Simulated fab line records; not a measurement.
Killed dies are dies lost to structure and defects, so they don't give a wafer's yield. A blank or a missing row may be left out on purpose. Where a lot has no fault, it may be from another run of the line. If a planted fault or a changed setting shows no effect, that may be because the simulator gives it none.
Which tool is to blame? | flow n5 finfet | Sampling: 24 lots, 72 wafers, 4 of 1938 route steps

== WHAT THE GAUGES SHOWED, per wafer ==
N5_FIN_SAQP_THK_MEAS_07. Usual: thk nm at 59.9 nm, with a standard deviation of 0.82.
lot  | measured    | on            | thk nm (nm)    | flag
L074 | day 1 21:07 | film metro-02 | 60.7 60.3 60.9 |
L075 | day 2 02:38 | film metro-01 | 59.7 60.6 60.4 |
L076 | day 2 10:16 | film metro-01 | 59.4 59.0 60.7 |
L077 | day 2 15:36 | film metro-02 | 59.9 61.1 59.9 |
L078 | day 2 21:34 | film metro-01 | 60.2 60.4 60.1 |
L079 | day 3 04:35 | film metro-02 | 58.7 59.1 59.1 |
L080 | day 3 09:12 | film metro-01 | 58.8 59.0 60.6 |
L081 | day 3 15:10 | film metro-02 | 60.6 59.8 61.1 |
L082 | day 3 22:13 | film metro-01 | 61.0 61.8 59.7 |
L083 | day 4 03:49 | film metro-01 | 59.1 59.9 61.1 |
L084 | day 4 09:29 | film metro-02 | 59.5 59.5 60.5 |
L085 | day 4 16:09 | film metro-01 | 59.0 58.2 59.6 |
L086 | day 4 23:57 | film metro-01 | 58.8 61.0 59.5 |
L087 | day 5 06:46 | film metro-02 | 59.3 60.1 61.0 |
L088 | day 5 10:29 | film metro-01 | 60.8 61.1 60.8 |
L089 | day 5 15:37 | film metro-01 | 59.5 60.2 60.8 |
L090 | day 5 22:25 | film metro-01 | 60.4 60.1 60.2 |
L091 | day 6 05:04 | film metro-01 | 59.0 60.3 60.6 |
L092 | day 6 10:43 | film metro-02 | 58.7 60.4 59.5 |
L093 | day 6 15:11 | film metro-01 | 59.6 59.9 60.3 |
L094 | day 6 21:11 | film metro-02 | 58.8 58.7 59.3 |
L095 | day 7 03:29 | film metro-01 | 58.8 60.1 60.0 |
L096 | day 7 10:26 | film metro-02 | 58.9 60.3 60.2 |
L097 | day 7 15:37 | film metro-01 | 58.0 59.3 59.3 |

== EACH LOT AND THE TOOL THAT RAN IT (in order: tool; ch and the chambers of the sampled wafers; start) ==
lot  | N5_WELL_APT_DESCUM_30             | N5_PMOS_HMC_CHANNEL_EPI_STRIP_33  | N5_FIN_SAQP_ALD_61
L074 | rie diel-06 ch 0,1,3, day 1 15:05 | rie diel-01 ch 0,1,3, day 1 17:28 | ald sin-01 ch 0,1,3, day 1 20:23
L075 | rie diel-06 ch 0,3, day 1 20:56   | rie diel-04 ch 1,2, day 1 23:08   | ald sin-03 ch 2,3, day 2 01:51
L076 | rie diel-05 ch 1,3, day 2 03:34   | rie diel-04 ch 0,2,3, day 2 06:17 | ald sin-02 ch 1,2,3, day 2 09:31
L077 | rie diel-03 ch 1,2,3, day 2 09:07 | rie diel-04 ch 0,1,3, day 2 12:08 | ald sin-01 ch 1,2,3, day 2 14:52
L078 | rie diel-06 ch 0,3, day 2 15:37   | rie diel-01 ch 0,2, day 2 18:07   | ald sin-01 ch 1,2,3, day 2 20:50
L079 | rie diel-06 ch 0,1,3, day 2 22:36 | rie diel-02 ch 0,1, day 3 00:56   | ald sin-02 ch 0,1,3, day 3 03:47
L080 | rie diel-05 ch 2,3, day 3 03:15   | rie diel-01 ch 1,2,3, day 3 05:38 | ald sin-03 ch 0,1,2, day 3 08:29
L081 | rie diel-05 ch 1,2,3, day 3 08:59 | rie diel-01 ch 2,3, day 3 11:28   | ald sin-03 ch 1,2, day 3 14:28
L082 | rie diel-06 ch 1,2,3, day 3 15:53 | rie diel-02 ch 0,1,2, day 3 18:13 | ald sin-01 ch 1,2, day 3 21:26
L083 | rie diel-05 ch 0,2,3, day 3 21:35 | rie diel-01 ch 0,1,3, day 4 00:12 | ald sin-03 ch 1,2,3, day 4 02:56
L084 | rie diel-06 ch 0,1,3, day 4 03:25 | rie diel-01 ch 0,2,3, day 4 05:44 | ald sin-03 ch 0,1,3, day 4 08:46
L085 | rie diel-06 ch 2,3, day 4 09:46   | rie diel-04 ch 0,2, day 4 12:15   | ald sin-02 ch 1,2, day 4 15:11
L086 | rie diel-05 ch 1,2,3, day 4 15:21 | rie diel-01 ch 0,1,2, day 4 17:43 | ald sin-03 ch 0,1,3, day 4 23:14
L087 | rie diel-06 ch 0,1,2, day 4 21:18 | rie diel-04 ch 0,3, day 4 23:35   | ald sin-02 ch 0,1,2, day 5 05:59
L088 | rie diel-05 ch 1,2, day 5 03:01   | rie diel-04 ch 1,2,3, day 5 05:50 | ald sin-03 ch 0,3, day 5 09:38
L089 | rie diel-03 ch 1,2,3, day 5 09:22 | rie diel-02 ch 1,3, day 5 12:07   | ald sin-03 ch 0,2,3, day 5 14:53
L090 | rie diel-05 ch 0,2,3, day 5 15:05 | rie diel-02 ch 1,3, day 5 17:38   | ald sin-01 ch 0,3, day 5 21:28
L091 | rie diel-03 ch 2,3, day 5 20:58   | rie diel-01 ch 0,2,3, day 6 00:07 | ald sin-01 ch 0,3, day 6 04:19
L092 | rie diel-03 ch 1,2, day 6 04:13   | rie diel-02 ch 0,1, day 6 06:30   | ald sin-03 ch 2,3, day 6 09:55
L093 | rie diel-06 ch 0,1,3, day 6 08:52 | rie diel-04 ch 0,2,3, day 6 11:24 | ald sin-02 ch 2,3, day 6 14:16
L094 | rie diel-05 ch 0,2, day 6 15:05   | rie diel-02 ch 0,2,3, day 6 17:44 | ald sin-01 ch 0,2,3, day 6 20:28
L095 | rie diel-05 ch 2,3, day 6 21:10   | rie diel-04 ch 1,2, day 6 23:34   | ald sin-03 ch 2,3, day 7 02:43
L096 | rie diel-05 ch 0,1, day 7 03:58   | rie diel-01 ch 0,1,2, day 7 06:47 | ald sin-01 ch 2,3, day 7 09:43
L097 | rie diel-03 ch 1,2,3, day 7 09:08 | rie diel-04 ch 0,1,3, day 7 11:59 | ald sin-01 ch 0,1, day 7 14:50
- N5_WELL_APT_DESCUM_30: chemistry O2, time 7.9 s.
- N5_PMOS_HMC_CHANNEL_EPI_STRIP_33: strips in N2/H2.
- N5_FIN_SAQP_ALD_61: deposits SiO2, target thk 4 nm, pulse time 1 s, purge time 2 s.

== WHAT THE TOOLS THEMSELVES READ (means of the sampled wafers that have a number; where no wafer has one, the mark that the record gives instead) ==
N5_WELL_APT_DESCUM_30. Usual: chamber pressure mTorr 19.999 mTorr, standard deviation 0.019; drypump motor current A 5.4 A, standard deviation 0.51; oes product au 0.77 a.u., standard deviation 0.097; rf vpp V 243.5 V, standard deviation 1.2; showerhead plenum p Torr 2.11 Torr, standard deviation 0.054; throttle valve pct 20.58 %, standard deviation 0.22.
lot  | tool        | chamber pressure mTorr (mTorr) | drypump motor current A (A) | oes product au (a.u.) | rf vpp V (V) | showerhead plenum p Torr (Torr) | throttle valve pct (%) | flag
L074 | rie diel-06 | 19.997                         | 5.3                         | 0.71                  | 244.2        | 2.14                            | 20.54                  |
L075 | rie diel-06 | 20.004                         | 5.1                         | 0.69                  | 244.6        | 2.16                            | 20.40                  |
L076 | rie diel-05 | 20.000                         | 5.4                         | 0.71                  | 243.9        | 2.14                            | 20.59                  |
L077 | rie diel-03 | 19.998                         | 5.7                         | 0.71                  | 244.0        | 2.14                            | 20.69                  |
L078 | rie diel-06 | 19.993                         | 5.1                         | 0.68                  | 244.1        | 2.16                            | 20.40                  |
L079 | rie diel-06 | 20.018                         | 5.3                         | 0.70                  | 244.0        | 2.14                            | 20.56                  |
L080 | rie diel-05 | 19.991                         | 5.3                         | 0.77                  | 242.1        | 2.06                            | 20.61                  |
L081 | rie diel-05 | 19.990                         | 5.3                         | 0.73                  | 243.8        | 2.10                            | 20.61                  |
L082 | rie diel-06 | 19.998                         | 5.1                         | 0.71                  | 243.0        | 2.12                            | 20.75                  |
L083 | rie diel-05 | 20.007                         | 5.6                         | 0.83                  | 243.7        | 2.06                            | 20.51                  |
L084 | rie diel-06 | 19.996                         | 5.3                         | 0.79                  | 244.5        | 2.13                            | 20.49                  |
L085 | rie diel-06 | 20.016                         | 4.8                         | 0.71                  | 244.5        | 2.16                            | 20.79                  |
L086 | rie diel-05 | 19.983                         | 5.3                         | 0.82                  | 243.1        | 2.09                            | 20.50                  |
L087 | rie diel-06 | 20.028                         | 5.3                         | 0.78                  | 242.5        | 2.10                            | 20.54                  |
L088 | rie diel-05 | 19.997                         | 4.9                         | 0.82                  | 242.8        | 2.07                            | 20.49                  |
L089 | rie diel-03 | 19.998                         | 5.7                         | 0.78                  | 243.2        | 2.14                            | 20.64                  |
L090 | rie diel-05 | 20.013                         | 5.6                         | 0.80                  | 242.7        | 2.05                            | 20.52                  |
L091 | rie diel-03 | 20.010                         | 5.7                         | 0.87                  | 244.2        | 2.16                            | 20.49                  |
L092 | rie diel-03 | 19.998                         | 5.9                         | 0.75                  | 243.6        | 2.09                            | 20.68                  |
L093 | rie diel-06 | 19.999                         | 5.3                         | 0.77                  | 244.8        | 2.13                            | 20.51                  |
L094 | rie diel-05 | 19.992                         | 5.5                         | 0.85                  | 242.5        | 2.03                            | 20.43                  |
L095 | rie diel-05 | 20.012                         | 5.3                         | 0.74                  | 242.9        | 2.05                            | 20.67                  |
L096 | rie diel-05 | 19.995                         | 5.6                         | 0.89                  | 244.3        | 2.06                            | 20.32                  |
L097 | rie diel-03 | 19.989                         | 5.7                         | 0.87                  | 245.2        | 2.13                            | 20.50                  |

N5_PMOS_HMC_CHANNEL_EPI_STRIP_33. Usual: chamber pressure mTorr is 50.00 mTorr with standard deviation 0.089, drypump motor current A is 5.9 A with standard deviation 0.59, n2 flow sccm is 300.2 sccm with standard deviation 0.93, oes product au is 0.80 a.u. with standard deviation 0.088, rf vpp V is 54.4 V with standard deviation 1.7, showerhead plenum p Torr is 3.35 Torr with standard deviation 0.097, and throttle valve pct is 18.9 % with standard deviation 0.4.
lot  | tool        | chamber pressure mTorr (mTorr) | drypump motor current A (A) | n2 flow sccm (sccm) | oes product au (a.u.) | rf vpp V (V) | showerhead plenum p Torr (Torr) | throttle valve pct (%) | flag
L074 | rie diel-01 | 49.99                          | 5.9                         | 299.7               | 0.71                  | 53.7         | 3.36                            | 18.8                   |
L075 | rie diel-04 | 49.91                          | 5.3                         | 301.2               | 0.72                  | 53.6         | 3.40                            | 19.2                   |
L076 | rie diel-04 | 49.93                          | 6.2                         | 299.1               | 0.80                  | 54.7         | 3.34                            | 18.8                   |
L077 | rie diel-04 | 50.05                          | 6.0                         | 300.4               | 0.78                  | 56.6         | 3.41                            | 19.1                   |
L078 | rie diel-01 | 49.98                          | 6.2                         | 300.4               | 0.78                  | 54.3         | 3.29                            | 19.0                   |
L079 | rie diel-02 | 49.94                          | 5.5                         | 299.5               | 0.73                  | 54.3         | 3.46                            | 19.2                   |
L080 | rie diel-01 | 50.08                          | 6.5                         | 299.9               | 0.86                  | 53.7         | 3.35                            | 18.6                   |
L081 | rie diel-01 | 49.97                          | 6.4                         | 299.6               | 0.79                  | 53.8         | 3.32                            | 18.4                   |
L082 | rie diel-02 | 49.98                          | 5.7                         | 300.2               | 0.72                  | 52.3         | 3.34                            | 19.1                   |
L083 | rie diel-01 | 50.10                          | 5.9                         | 300.8               | 0.90                  | 55.4         | 3.35                            | 18.6                   |
L084 | rie diel-01 | 49.99                          | 6.1                         | 301.4               | 0.85                  | 53.2         | 3.30                            | 18.7                   |
L085 | rie diel-04 | 50.01                          | 5.9                         | 299.7               | 0.76                  | 53.9         | 3.33                            | 18.8                   |
L086 | rie diel-01 | 50.04                          | 6.1                         | 299.2               | 0.91                  | 55.7         | 3.33                            | 18.9                   |
L087 | rie diel-04 | 50.04                          | 6.3                         | 299.9               | 0.77                  | 55.1         | 3.42                            | 19.1                   |
L088 | rie diel-04 | 49.96                          | 5.8                         | 299.9               | 0.85                  | 54.1         | 3.32                            | 18.8                   |
L089 | rie diel-02 | 50.01                          | 5.8                         | 299.9               | 0.73                  | 55.9         | 3.35                            | 19.1                   |
L090 | rie diel-02 | 49.94                          | 5.6                         | 299.6               | 0.75                  | 54.2         | 3.36                            | 18.9                   |
L091 | rie diel-01 | 49.96                          | 6.0                         | 299.9               | 0.83                  | 56.6         | 3.30                            | 18.7                   |
L092 | rie diel-02 | 50.02                          | 5.4                         | 300.8               | 0.74                  | 53.0         | 3.41                            | 19.1                   |
L093 | rie diel-04 | 49.89                          | 6.2                         | 300.1               | 0.77                  | 54.7         | 3.32                            | 18.8                   |
L094 | rie diel-02 | 50.05                          | 5.9                         | 300.5               | 0.78                  | 53.9         | 3.45                            | 19.1                   |
L095 | rie diel-04 | 50.06                          | 5.5                         | 300.4               | 0.81                  | 54.8         | 3.31                            | 18.8                   |
L096 | rie diel-01 | 50.08                          | 6.1                         | 300.8               | 0.87                  | 54.7         | 3.32                            | 18.9                   |
L097 | rie diel-04 | 49.99                          | 5.9                         | 300.0               | 0.81                  | 54.5         | 3.40                            | 19.1                   |

N5_FIN_SAQP_ALD_61. Usual: chamber pressure Torr 1.999 Torr, standard deviation 0.0048; heater power w 481 W, standard deviation 66; precursor pulse height rel 1.001, standard deviation 0.018.
lot  | tool       | chamber pressure Torr (Torr) | heater power w (W) | precursor pulse height rel | flag
L074 | ald sin-01 | 2.001                        | 422                | 0.995                      |
L075 | ald sin-03 | 2.002                        | 520                | 0.982                      |
L076 | ald sin-02 | 2.000                        | 474                | 1.009                      |
L077 | ald sin-01 | 2.004                        | 510                | 1.012                      |
L078 | ald sin-01 | 1.997                        | 512                | 1.004                      |
L079 | ald sin-02 | 1.999                        | 457                | 1.000                      |
L080 | ald sin-03 | 1.997                        | 462                | 1.004                      |
L081 | ald sin-03 | 2.001                        | 496                | 0.992                      |
L082 | ald sin-01 | 1.999                        | 514                | 1.019                      |
L083 | ald sin-03 | 1.999                        | 490                | 1.009                      |
L084 | ald sin-03 | 1.999                        | 474                | 1.008                      |
L085 | ald sin-02 | 2.001                        | 464                | 0.999                      |
L086 | ald sin-03 | 2.003                        | 479                | 1.011                      |
L087 | ald sin-02 | 1.998                        | 464                | 0.982                      |
L088 | ald sin-03 | 2.003                        | 516                | 1.010                      |
L089 | ald sin-03 | 1.998                        | 503                | 1.003                      |
L090 | ald sin-01 | 1.998                        | 426                | 0.996                      |
L091 | ald sin-01 | 1.997                        | 433                | 0.987                      |
L092 | ald sin-03 | 1.999                        | 525                | 1.002                      |
L093 | ald sin-02 | 1.995                        | 491                | 1.010                      |
L094 | ald sin-01 | 2.002                        | 468                | 0.987                      |
L095 | ald sin-03 | 2.000                        | 530                | 0.991                      |
L096 | ald sin-01 | 1.998                        | 562                | 1.011                      |
L097 | ald sin-01 | 2.001                        | 391                | 1.016                      |

== THE ANSWER, worked out from the rows above alone ==
Rule: take the mean of a lot's wafers that have a number; if it is more than 3 standard deviations from the usual mean, the lot is off. A lot without any number at a reading at which 4 lots or more have one is off too. All remaining lots with rows at the step are treated as sound. First the gauges in route order, then the tools' own readings, where a lot's mean is used as printed above. At the first step where some lot is off, the reading lying furthest off is the one used; lots without a number count as furthest.
Nothing can be told from this: no lot is off at any reading shown.

== WHAT THE SIMULATOR HAD INSERTED ==
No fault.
